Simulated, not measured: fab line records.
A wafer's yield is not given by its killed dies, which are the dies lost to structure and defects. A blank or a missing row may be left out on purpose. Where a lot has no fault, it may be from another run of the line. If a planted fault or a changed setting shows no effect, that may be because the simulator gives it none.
Code-filled problem report in 8D (eight disciplines) form    flow n5-finfet    the parts of the form that need people (team, actions taken, sign-off) are left out

## 1. PROBLEM STATEMENT
Wafers without a fault read 1500.1 rpm, standard deviation 1.1; spin-speed-rpm at N5_BEOL_M8_COAT_59 reads a mean of 1541.5 rpm on 6 wafers belonging to 2 lots. Measured from the usual mean, that is +38 standard deviations.
The step: time 60 s, resist thk 100 nm.
First seen on wafer L103.1, day 14 09:22, on litho-track-01. The record holds 12 wafers of 4 lots with a number at this step. By rule, "out" or "out of limits" means more than 4 standard deviations away from the usual mean. All remaining wafers that have a number are taken as sound.

## 2. WHAT IT IS, AND WHAT IT ISN'T
question                     is                      is not
which readings at this step  spin-speed-rpm          -
which lots                   L103, L105              L108, L985
which wafers of those lots   all that have a number  -
read on which tools          litho-track-01          litho-track-02
when                         from day 14 09:22       up to then (3 sound wafers); but 3 sound wafers of L108 came after

## 3. THE SUSPECTS, EACH WITH WHAT RULES IT OUT
Counting: a tool at a process step up to the reading stays a suspect if it ran every lot that is out and no sound lot after the first of them.
- litho-track-01 at N5_BEOL_M8_COAT_59 (time 60 s, resist thk 100 nm): kept. It ran every lot that is out, first L103 (day 14 09:22), and no sound lot after that; its last sound lot up to then is L985 (day 11 12:13). On those wafers its own readings are out: spin-speed-rpm.
After counting, what remains is litho-track-01 at N5_BEOL_M8_COAT_59.

## 4. THE CAUSE (what the simulator had put in)
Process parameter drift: litho-track-01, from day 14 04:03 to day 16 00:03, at N5_BEOL_M8_COAT_59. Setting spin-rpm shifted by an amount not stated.
The count eliminated every tool but this one.

## 5. THE EFFECT CHAIN, in route order
Rows list readings where the struck wafers' mean (over those with a number) sits beyond 3 standard deviations from the usual. Only readings whose record carries a usual standard deviation are examined. hours: median over the lots of the time between each lot's start at the first step of this table that gives one and its start at this step. sigmas: the change, counted in usual standard deviations.
hours  step                reading         usual       on struck wafers  change  sigmas
0      N5_BEOL_M8_COAT_59  spin-speed-rpm  1500.1 rpm  1541.5            +41.5   +38
Its process steps:
- N5_BEOL_M8_COAT_59: time 60 s, resist thk 100 nm.

## 6. HOW IT WOULD HAVE BEEN CAUGHT EARLIER
In this record no reading fell out of limits until day 14 09:22, 5 hours after the fault had begun at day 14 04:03.
